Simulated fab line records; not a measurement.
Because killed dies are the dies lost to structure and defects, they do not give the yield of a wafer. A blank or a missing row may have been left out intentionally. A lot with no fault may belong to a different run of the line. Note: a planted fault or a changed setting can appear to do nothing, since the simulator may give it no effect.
fab line records	flow n5_finfet	part 1 of 2: steps 1 to 14 of 19
record: lots: 5	wafers: 15	last_day: 16
route steps=1938 shown DUMMY_GATE@232
lots that met no fault: taken from a fault-free run of the same line
start_h: the number of hours between the record's first day and the start of the first shown wafer of the lot	wait_h: hours elapsed since this lot's preceding step	" same as the row above	L1.1+2: one row covering several wafers at once	- no value, or no start was given	* or withheld: withheld	< > ~ a bound
route shown NAME@n: names a module that has steps shown in the file, with the first one's number in the route	usual: the fault-free wafers' mean and standard deviation	same: alike in all rows	chamber/n: place in a boat	sites: per-site readings	_std_site: standard deviation across them	_edge_site: mean of outer sites minus mean of inner sites	radius_mm: for every site, how far away it sits from the centre of the wafer	mask NAME#n: copy n	behind: the tool/chamber that last shaped the wafer	hold: why the lot went on hold/how many hours it stayed there/how the hold came to an end	device: whichever transistor did not switch (one of n, p or np)	end of line: at the end of the route, the tests of the same wafers	a step without rows: its recipe alone	killed: dies that structure and defects cost at the first sort, which is not the same as the wafer's yield	map: the dies of a wafer, with x for killed, . for not killed, _ for no die there
set.NAME: setting as actually run; set.NAME@STEP: the setting as run at that earlier step	model.NAME: the simulator's own value behind a step, which no gauge read
certain route steps with their lots: each step a table, each wafer a row
services: when a tool's chamber went out of use (start_h, in hours from the record's first day, below 0 if earlier), for how many hours, and the reason
== steps ==
step: N5_DUMMY_GATE_OVL_MEAS_16
recipe: points_per_wafer: 522
usual: GATE_OVL: 0.6/0.65
lot.wafer	tool	chamber	start_h	wait_h	GATE_OVL[nm]
L077.2	overlay-01	0	65.20	0.0	-0.8
L077.5	"	0	"	"	0.3
L077.6	"	0	"	"	-0.1
L081.4	overlay-01	0	88.91	0.0	-0.6
L081.5	"	0	"	"	0.2
L081.6	"	0	"	"	0.0
L082.1	overlay-01	0	104.15	0.0	0.2
L082.3	"	0	"	"	0.8
L082.5	"	0	"	"	0.4
L089.1	overlay-01	0	136.30	0.0	1.0
L089.2	"	0	"	"	0.8
L089.3	"	0	"	"	1.1
L093.4	overlay-02	0	160.14	0.0	0.7
L093.5	"	0	"	"	0.9
L093.6	"	0	"	"	0.9
step: N5_DUMMY_GATE_INSPECT_17
recipe: mode: adi	inspect_instrument: brightfield
usual: raw_defect_count: 191/53
lot.wafer	tool	chamber	start_h	wait_h	raw_defect_count
L077.2	defect_inspect-02	-	65.25	0.0	110
L077.5	"	-	"	"	184
L077.6	"	-	"	"	164
L081.4	defect_inspect-01	-	88.95	0.0	232
L081.5	"	-	"	"	185
L081.6	"	-	"	"	190
L082.1	defect_inspect-01	-	104.21	0.1	318
L082.3	"	-	"	"	170
L082.5	"	-	"	"	231
L089.1	defect_inspect-02	-	136.36	0.1	196
L089.2	"	-	"	"	239
L089.3	"	-	"	"	214
L093.4	defect_inspect-02	-	160.19	0.0	225
L093.5	"	-	"	"	229
L093.6	"	-	"	"	153
step: N5_DUMMY_GATE_DESCUM_20
recipe: chemistry: O2	time_s: 6.2	source_power_w: 50	bias_power_w: 20	pressure_mtorr: 20	rf_frequency_hz: 2.712e+07	temp_c: 40	resist: CAR-EUV	o2_flow_sccm: 225
usual: drypump_motor_current_A: 5.7/0.43	oes_product_au: 0.79/0.092	rf_fwd_power_W: 49.67/0.17	rf_vpp_V: 243.2/1.2	showerhead_plenum_p_Torr: 2.10/0.056	throttle_valve_pct: 20.51/0.23
lot.wafer	tool	chamber	start_h	wait_h	drypump_motor_current_A	oes_product_au	rf_fwd_power_W	rf_hours_counter_h	rf_vpp_V	showerhead_plenum_p_Torr	throttle_valve_pct
L077.2	rie_diel-05	1	65.28	0.0	5.9	0.94	49.89	8	241.3	2.03	19.99
L077.5	"	1	"	"	5.8	0.94	49.78	-	243.2	2.03	20.01
L077.6	"	0	"	"	4.9	0.82	49.68	-	243.4	2.10	20.67
L081.4	rie_diel-02	1	89.02	0.1	6.3	0.69	49.59	-	241.6	1.98	20.73
L081.5	"	0	"	"	6.1	0.70	50.01	-	242.7	2.16	20.68
L081.6	"	3	"	"	5.7	0.70	50.02	-	243.1	2.08	20.81
L082.1	rie_diel-04	1	104.44	0.2	6.4	0.93	49.74	18	244.4	2.13	20.42
L082.3	"	2	"	"	5.3	0.68	49.30	233	245.1	2.14	20.36
L082.5	"	3	"	"	5.4	0.98	49.95	-	243.5	2.16	20.30
L089.1	rie_diel-04	3	136.39	0.0	5.4	0.95	49.89	14	243.9	2.16	20.34
L089.2	"	1	"	"	6.4	0.91	49.48	27	243.9	2.13	20.45
L089.3	"	0	"	"	5.4	0.80	49.51	113	241.3	2.03	20.43
L093.4	rie_diel-05	0	160.22	0.0	5.0	0.80	49.49	120	241.0	2.09	20.71
L093.5	"	0	"	"	5.0	0.80	49.49	-	245.3	2.09	20.72
L093.6	"	1	"	"	5.9	0.86	49.73	-	243.4	2.03	20.04
step: N5_DUMMY_GATE_ETCH_29
recipe: chemistry: N2/H2	target: underlayer	target_depth_a: 130	ion_energy_ev: 200	pressure_mtorr: 30	source_w: 840	bias_w: 150	n2_flow_sccm: 200	h2_flow_sccm: 200
usual: drypump_motor_current_A: 5.7/0.43	oes_product_au: 0.79/0.092	rf_fwd_power_W: 831/3.1	rf_vpp_V: 524.0/2.1	showerhead_plenum_p_Torr: 2.55/0.066	throttle_valve_pct: 18.02/0.28
lot.wafer	tool	chamber	start_h	wait_h	drypump_motor_current_A	oes_product_au	rf_fwd_power_W	rf_hours_counter_h	rf_vpp_V	showerhead_plenum_p_Torr	throttle_valve_pct
L077.2	rie_diel-05	1	65.35	0.0	5.8	0.93	836	8	522.6	2.49	17.47
L077.5	"	1	"	"	5.8	0.92	836	-	522.2	2.49	17.47
L077.6	"	0	"	"	5.0	0.82	826	-	526.4	2.58	18.27
L081.4	rie_diel-02	1	89.07	0.0	6.3	0.68	829	-	519.0	2.42	18.21
L081.5	"	0	"	"	6.1	0.70	832	-	525.1	2.61	18.05
L081.6	"	3	"	"	5.7	0.70	833	-	523.2	2.53	18.39
L082.1	rie_diel-04	1	104.50	0.0	6.4	0.93	830	18	525.1	2.58	17.77
L082.3	"	2	"	"	5.3	0.69	827	233	525.6	2.62	17.99
L082.5	"	3	"	"	5.4	0.97	835	-	525.5	2.61	17.64
L089.1	rie_diel-04	3	136.46	0.0	5.4	0.94	830	14	525.4	2.60	17.65
L089.2	"	1	"	"	6.4	0.91	829	27	525.5	2.57	17.79
L089.3	"	0	"	"	5.4	0.81	829	113	522.5	2.47	18.05
L093.4	rie_diel-05	0	160.28	0.0	5.0	0.80	831	120	525.0	2.56	18.32
L093.5	"	0	"	"	5.0	0.80	832	-	524.2	2.56	18.31
L093.6	"	1	"	"	5.9	0.87	837	-	522.0	2.48	17.51
step: N5_DUMMY_GATE_ETCH_36
recipe: chemistry: CF4	target: SiARC	target_depth_a: 130	pressure_mtorr: 40	source_w: 545	bias_w: 36	Ar_flow_sccm: 100	cf4_flow_sccm: 100	ion_energy_ev: 80
usual: drypump_motor_current_A: 5.7/0.43	oes_product_au: 0.80/0.093	rf_fwd_power_W: 539.0/2.3	rf_vpp_V: 184.1/1.1	showerhead_plenum_p_Torr: 2.15/0.06	throttle_valve_pct: 15.69/0.23
lot.wafer	tool	chamber	start_h	wait_h	drypump_motor_current_A	oes_product_au	rf_fwd_power_W	rf_hours_counter_h	rf_vpp_V	showerhead_plenum_p_Torr	throttle_valve_pct
L077.2	rie_diel-05	1	65.39	0.0	5.8	0.95	541.3	8	183.4	2.12	15.35
L077.5	"	1	"	"	5.8	0.94	539.6	-	182.1	2.12	15.34
L077.6	"	0	"	"	5.0	0.84	539.7	-	185.4	2.16	15.87
L081.4	rie_diel-02	1	89.11	0.0	6.3	0.67	538.2	-	183.0	2.01	15.83
L081.5	"	0	"	"	6.1	0.70	541.5	-	184.2	2.21	15.93
L081.6	"	3	"	"	5.7	0.70	541.9	-	184.6	2.11	15.93
L082.1	rie_diel-04	1	104.54	0.0	6.4	0.93	539.5	18	183.7	2.18	15.56
L082.3	"	2	"	"	5.2	0.69	533.5	233	185.0	2.20	15.71
L082.5	"	3	"	"	5.4	0.98	540.0	-	184.3	2.19	15.28
L089.1	rie_diel-04	3	136.50	0.0	5.4	0.94	540.9	14	184.6	2.18	15.28
L089.2	"	1	"	"	6.4	0.92	539.2	27	185.3	2.18	15.60
L089.3	"	0	"	"	5.4	0.82	536.9	113	183.2	2.07	15.51
L093.4	rie_diel-05	0	160.32	0.0	5.0	0.81	537.3	120	183.9	2.15	15.94
L093.5	"	0	"	"	5.0	0.81	537.9	-	184.6	2.15	15.92
L093.6	"	1	"	"	5.8	0.87	539.4	-	184.5	2.11	15.42
step: N5_DUMMY_GATE_ETCH_37
recipe: chemistry: N2/H2	target: SOC	target_depth_a: 600	overetch_a: 300	temp_c: 40	ion_energy_ev: 200	pressure_mtorr: 30	source_w: 840	bias_w: 150	n2_flow_sccm: 200	h2_flow_sccm: 200
usual: drypump_motor_current_A: 5.7/0.43	oes_product_au: 0.63/0.067	rf_fwd_power_W: 831/3.1	rf_vpp_V: 524.0/2.1	showerhead_plenum_p_Torr: 2.55/0.066	throttle_valve_pct: 17.95/0.27
lot.wafer	tool	chamber	start_h	wait_h	drypump_motor_current_A	oes_product_au	rf_fwd_power_W	rf_hours_counter_h	rf_vpp_V	showerhead_plenum_p_Torr	throttle_valve_pct
L077.2	rie_diel-05	1	65.43	0.0	5.9	0.73	831	8	522.3	2.49	17.43
L077.5	"	1	"	"	5.8	0.74	831	-	521.6	2.49	17.42
L077.6	"	0	"	"	5.0	0.65	830	-	523.4	2.58	18.20
L081.4	rie_diel-02	1	89.15	0.0	6.3	0.55	832	-	517.6	2.42	18.16
L081.5	"	0	"	"	6.1	0.56	832	-	526.9	2.61	17.98
L081.6	"	3	"	"	5.7	0.55	831	-	523.4	2.53	18.33
L082.1	rie_diel-04	1	104.58	0.0	6.5	0.73	834	18	525.5	2.58	17.70
L082.3	"	2	"	"	5.3	0.55	828	233	524.5	2.62	17.94
L082.5	"	3	"	"	5.4	0.76	832	-	526.0	2.61	17.56
L089.1	rie_diel-04	3	136.54	0.0	5.4	0.73	828	14	525.3	2.60	17.60
L089.2	"	1	"	"	6.4	0.71	830	27	525.1	2.57	17.71
L089.3	"	0	"	"	5.4	0.62	831	113	520.9	2.47	17.97
L093.4	rie_diel-05	0	160.36	0.0	5.0	0.64	831	120	525.4	2.56	18.24
L093.5	"	0	"	"	5.0	0.63	831	-	525.0	2.56	18.25
L093.6	"	1	"	"	5.9	0.69	833	-	523.2	2.48	17.46
step: N5_DUMMY_GATE_STRIP_38
recipe: chemistry: N2/H2	temp_c: 40	n2_flow_sccm: 200	h2_flow_sccm: 200	rf_frequency_hz: 6e+07
lot.wafer	tool	chamber	start_h	wait_h
L077.2+5+6	rie_diel-05	1,1,0	65.47	0.0
L081.4+5+6	rie_diel-02	1,0,3	89.18	0.0
L082.1+3+5	rie_diel-04	1,2,3	104.62	0.0
L089.1+2+3	rie_diel-04	3,1,0	136.58	0.0
L093.4+5+6	rie_diel-05	0,0,1	160.40	0.0
step: N5_DUMMY_GATE_STRIP_39
recipe: chemistry: N2/H2	temp_c: 40	n2_flow_sccm: 200	h2_flow_sccm: 200	rf_frequency_hz: 6e+07
lot.wafer	tool	chamber	start_h	wait_h
L077.2+5+6	rie_diel-05	1,1,0	65.48	0.0
L081.4+5+6	rie_diel-02	1,0,3	89.19	0.0
L082.1+3+5	rie_diel-04	1,2,3	104.63	0.0
L089.1+2+3	rie_diel-04	3,1,0	136.59	0.0
L093.4+5+6	rie_diel-05	0,0,1	160.41	0.0
step: N5_DUMMY_GATE_TRIM_49
recipe: chemistry: O2	resist: SOC	time_s: 29	target_cd_nm: 14	source_power_w: 300	bias_power_w: 0	O2_flow_sccm: 100	temp_c: 20
usual: O2_flow_sccm: 99.93/0.3	drypump_motor_current_A: 5.7/0.43	he_backside_leak_sccm: 2.8/0.32	oes_product_au: 1.009/0.02	rf_fwd_power_W: 298.2/0.92	throttle_valve_pct: 8.19/0.12
lot.wafer	tool	chamber	start_h	wait_h	O2_flow_sccm	drypump_motor_current_A	he_backside_leak_sccm	oes_product_au	rf_fwd_power_W	rf_hours_counter_h	throttle_valve_pct
L077.2	rie_si-05	2	65.51	0.0	100.38	6.0	2.9	0.994	297.9	76	8.18
L077.5	"	3	"	"	99.90	5.4	2.3	1.031	297.7	-	8.13
L077.6	"	0	"	"	99.07	6.4	2.5	1.010	298.2	-	8.43
L081.4	rie_si-06	2	89.21	0.0	100.20	5.0	2.6	1.034	298.8	58	8.19
L081.5	"	1	"	"	99.94	5.5	3.1	1.006	298.4	-	8.16
L081.6	"	0	"	"	100.05	5.6	2.9	0.999	298.9	-	8.28
L082.1	rie_si-06	3	104.66	0.0	100.49	5.3	2.7	0.969	298.6	5	8.01
L082.3	"	1	"	"	100.38	5.5	2.9	1.019	299.4	136	8.17
L082.5	"	2	"	"	99.34	5.0	2.3	1.016	299.4	-	8.19
L089.1	rie_si-05	1	136.62	0.0	100.05	6.1	3.0	1.029	297.7	136	8.36
L089.2	"	2	"	"	100.42	6.0	3.2	1.006	297.9	78	8.16
L089.3	"	1	"	"	99.58	6.1	2.9	1.026	300.1	-	8.36
L093.4	rie_si-06	1	160.44	0.0	99.99	5.5	3.2	1.016	298.0	137	8.17
L093.5	"	2	"	"	99.68	5.0	2.3	1.027	298.5	-	8.20
L093.6	"	1	"	"	100.22	5.5	3.0	1.021	297.1	-	8.16
step: N5_DUMMY_GATE_STRIP_40
recipe: chemistry: CF4	resist: SiARC	power_w: 300	bias_power_w: 75	pressure_mtorr: 50	cf4_flow_sccm: 150	rf_frequency_hz: 6e+07
usual: drypump_motor_current_A: 5.8/0.41	oes_product_au: 0.75/0.084	rf_fwd_power_W: 292.7/0.9	rf_vpp_V: 271.2/1.4	showerhead_plenum_p_Torr: 1.79/0.057	throttle_valve_pct: 13.72/0.24
lot.wafer	tool	chamber	start_h	wait_h	drypump_motor_current_A	oes_product_au	rf_fwd_power_W	rf_hours_counter_h	rf_vpp_V	showerhead_plenum_p_Torr	throttle_valve_pct
L077.2	rie_diel-02	3	65.61	0.1	5.7	0.69	291.9	211	270.8	1.78	13.92
L077.5	"	2	"	"	6.0	0.74	292.6	-	271.2	1.81	13.92
L077.6	"	3	"	"	5.7	0.70	292.7	-	270.4	1.78	13.95
L081.4	rie_diel-04	1	89.34	0.1	6.4	0.93	293.8	13	273.4	1.83	13.50
L081.5	"	1	"	"	6.4	0.92	293.5	-	271.4	1.83	13.51
L081.6	"	2	"	"	5.3	0.69	292.6	-	272.9	1.85	13.70
L082.1	rie_diel-04	3	104.76	0.1	5.4	0.94	293.5	5	271.8	1.83	13.21
L082.3	"	0	"	"	5.4	0.78	293.0	103	271.2	1.73	13.43
L082.5	"	3	"	"	5.4	0.94	292.4	-	271.1	1.83	13.22
L089.1	rie_diel-05	0	136.75	0.1	5.0	0.81	292.6	113	269.6	1.79	13.80
L089.2	"	1	"	"	5.8	0.87	293.0	29	269.6	1.77	13.32
L089.3	"	2	"	"	6.0	0.80	292.2	89	270.4	1.81	13.59
L093.4	rie_diel-02	1	160.55	0.1	6.3	0.68	291.6	-	269.8	1.68	13.92
L093.5	"	3	"	"	5.7	0.67	292.9	-	269.5	1.77	13.99
L093.6	"	0	"	"	6.1	0.67	291.9	-	271.8	1.84	14.00
step: N5_DUMMY_GATE_CD_MEAS_50
recipe: target_cd_nm: 14
usual: cd_nm: 13.7/0.39
lot.wafer	tool	chamber	start_h	wait_h	cd_nm
L077.2	cd_sem-01	-	65.66	0.0	13.0
L077.5	"	-	"	"	13.6
L077.6	"	-	"	"	14.0
L081.4	cd_sem-02	-	89.40	0.0	14.2
L081.5	"	-	"	"	14.5
L081.6	"	-	"	"	13.9
L082.1	cd_sem-03	-	104.81	0.0	14.1
L082.3	"	-	"	"	13.8
L082.5	"	-	"	"	13.1
L089.1	cd_sem-02	-	136.80	0.0	13.7
L089.2	"	-	"	"	13.5
L089.3	"	-	"	"	13.3
L093.4	cd_sem-02	-	160.60	0.0	13.7
L093.5	"	-	"	"	13.4
L093.6	"	-	"	"	13.5
step: N5_DUMMY_GATE_ETCH_31
recipe: chemistry: C4F6/O2	target: SiO2	mask_material: SOC	target_depth_a: 825	time_s: 27.5	ion_energy_ev: 250	pressure_mtorr: 30	source_w: 345	bias_w: 185	Ar_flow_sccm: 300	C4F6_flow_sccm: 10	O2_flow_sccm: 10
usual: C4F6_flow_sccm: 9.997/0.029	O2_flow_sccm: 10.00/0.03	drypump_motor_current_A: 5.8/0.41	oes_product_au: 0.78/0.09	rf_fwd_power_W: 341.7/1.3	rf_vpp_V: 664/12	showerhead_plenum_p_Torr: 2.85/0.089	throttle_valve_pct: 21.31/0.22
lot.wafer	tool	chamber	start_h	wait_h	C4F6_flow_sccm	O2_flow_sccm	drypump_motor_current_A	oes_product_au	rf_fwd_power_W	rf_hours_counter_h	rf_vpp_V	showerhead_plenum_p_Torr	throttle_valve_pct
L077.2	rie_diel-02	1	65.71	0.0	10.014	10.02	6.3	0.69	341.9	235	650	2.68	21.27
L077.5	"	2	"	"	9.995	10.05	5.9	0.76	340.2	-	674	2.86	21.57
L077.6	"	1	"	"	10.032	10.03	6.3	0.69	341.0	-	651	2.68	21.29
L081.4	rie_diel-05	0	89.47	0.1	10.011	10.01	5.0	0.82	341.4	100	644	2.88	21.61
L081.5	"	2	"	"	9.985	9.98	5.9	0.82	342.9	-	648	2.89	21.25
L081.6	"	3	"	"	10.013	9.99	5.8	0.75	344.7	-	679	2.99	21.65
L082.1	rie_diel-04	2	104.86	0.0	9.971	9.97	5.3	0.68	338.5	233	674	2.93	21.19
L082.3	"	0	"	"	9.992	9.96	5.4	0.81	341.2	103	648	2.76	21.13
L082.5	"	0	"	"	9.987	9.97	5.4	0.80	341.2	-	649	2.76	21.11
L089.1	rie_diel-05	2	136.85	0.0	9.952	10.01	5.9	0.81	341.9	89	647	2.88	21.25
L089.2	"	0	"	"	10.010	9.99	5.0	0.81	341.2	113	644	2.88	21.64
L089.3	"	3	"	"	10.012	9.98	5.8	0.74	340.8	157	678	2.99	21.68
L093.4	rie_diel-04	0	160.66	0.1	10.016	9.95	5.4	0.80	341.5	-	649	2.76	21.16
L093.5	"	1	"	"	9.970	9.97	6.5	0.89	342.1	-	664	2.88	21.18
L093.6	"	3	"	"	9.968	10.02	5.4	0.92	341.0	-	670	2.90	20.93
step: N5_DUMMY_GATE_STRIP_41
recipe: chemistry: O2	power_w: 400	temp_c: 40	pressure_mtorr: 30	rf_frequency_hz: 6e+07	bias_power_w: 0	overash_fraction: 0.3	o2_flow_sccm: 225
usual: drypump_motor_current_A: 5.8/0.41	oes_product_au: 0.78/0.089	rf_vpp_V: 3.7/0.53	showerhead_plenum_p_Torr: 2.10/0.06	throttle_valve_pct: 16.79/0.23
lot.wafer	tool	chamber	start_h	wait_h	drypump_motor_current_A	oes_product_au	rf_hours_counter_h	rf_vpp_V	showerhead_plenum_p_Torr	throttle_valve_pct
L077.2	rie_diel-02	1	65.75	0.0	6.3	0.70	235	3.5	1.99	16.98
L077.5	"	2	"	"	5.9	0.76	-	3.7	2.10	16.97
L077.6	"	1	"	"	6.3	0.70	-	2.9	1.99	16.98
L081.4	rie_diel-05	0	89.52	0.0	5.0	0.81	100	3.7	2.10	16.88
L081.5	"	2	"	"	5.9	0.83	-	3.7	2.13	16.67
L081.6	"	3	"	"	5.9	0.77	-	3.6	2.17	16.88
L082.1	rie_diel-04	2	104.90	0.0	5.3	0.69	233	3.9	2.15	16.67
L082.3	"	0	"	"	5.4	0.80	103	2.6	2.04	16.61
L082.5	"	0	"	"	5.4	0.80	-	3.2	2.04	16.62
L089.1	rie_diel-05	2	136.90	0.0	5.9	0.81	89	4.8	2.12	16.69
L089.2	"	0	"	"	4.9	0.81	113	3.6	2.09	16.94
L089.3	"	3	"	"	5.8	0.75	157	4.3	2.16	16.92
L093.4	rie_diel-04	0	160.71	0.0	5.4	0.78	-	5.1	2.03	16.65
L093.5	"	1	"	"	6.5	0.89	-	3.2	2.13	16.67
L093.6	"	3	"	"	5.4	0.92	-	3.8	2.16	16.50
step: N5_DUMMY_GATE_HM_OPEN_21
recipe: chemistry: CH3F/O2	target: SiNx	target_depth_a: 1200	Ar_flow_sccm: 150	CH3F_flow_sccm: 30	O2_flow_sccm: 23	time_s: 171.4	pressure_mtorr: 30	source_w: 395	bias_w: 73	ion_energy_ev: 120.7
usual: O2_flow_sccm: 23.01/0.063	drypump_motor_current_A: 5.8/0.41	oes_product_au: 0.77/0.089	rf_fwd_power_W: 394.0/1.2	rf_vpp_V: 299/5.4	showerhead_plenum_p_Torr: 2.02/0.065	throttle_valve_pct: 16.59/0.23
lot.wafer	tool	chamber	start_h	wait_h	O2_flow_sccm	drypump_motor_current_A	oes_product_au	rf_fwd_power_W	rf_hours_counter_h	rf_vpp_V	showerhead_plenum_p_Torr	throttle_valve_pct
L077.2	rie_diel-02	1	65.79	0.0	22.96	6.3	0.69	392.0	235	293	1.90	16.68
L077.5	"	2	"	"	23.04	5.9	0.74	394.4	-	303	2.03	16.82
L077.6	"	1	"	"	22.92	6.3	0.69	393.5	-	293	1.90	16.66
L081.4	rie_diel-05	0	89.56	0.0	23.06	5.0	0.82	394.2	100	290	2.04	16.82
L081.5	"	2	"	"	22.95	5.9	0.82	396.4	-	292	2.05	16.48
L081.6	"	3	"	"	22.98	5.8	0.77	394.3	-	306	2.12	16.85
L082.1	rie_diel-04	2	104.94	0.0	22.96	5.3	0.68	391.5	233	302	2.08	16.53
L082.3	"	0	"	"	23.11	5.4	0.81	392.8	103	294	1.96	16.36
L082.5	"	0	"	"	22.89	5.4	0.81	393.9	-	291	1.96	16.37
L089.1	rie_diel-05	2	136.94	0.0	22.90	5.9	0.81	394.6	89	291	2.05	16.50
L089.2	"	0	"	"	23.00	5.0	0.81	393.2	113	288	2.04	16.83
L089.3	"	3	"	"	23.04	5.8	0.75	393.0	157	304	2.12	16.87
L093.4	rie_diel-04	0	160.80	0.1	23.11	5.4	0.79	393.3	-	293	1.95	16.41
L093.5	"	1	"	"	23.06	6.4	0.89	396.7	-	298	2.05	16.44
L093.6	"	3	"	"	22.95	5.4	0.92	394.4	-	302	2.06	16.19
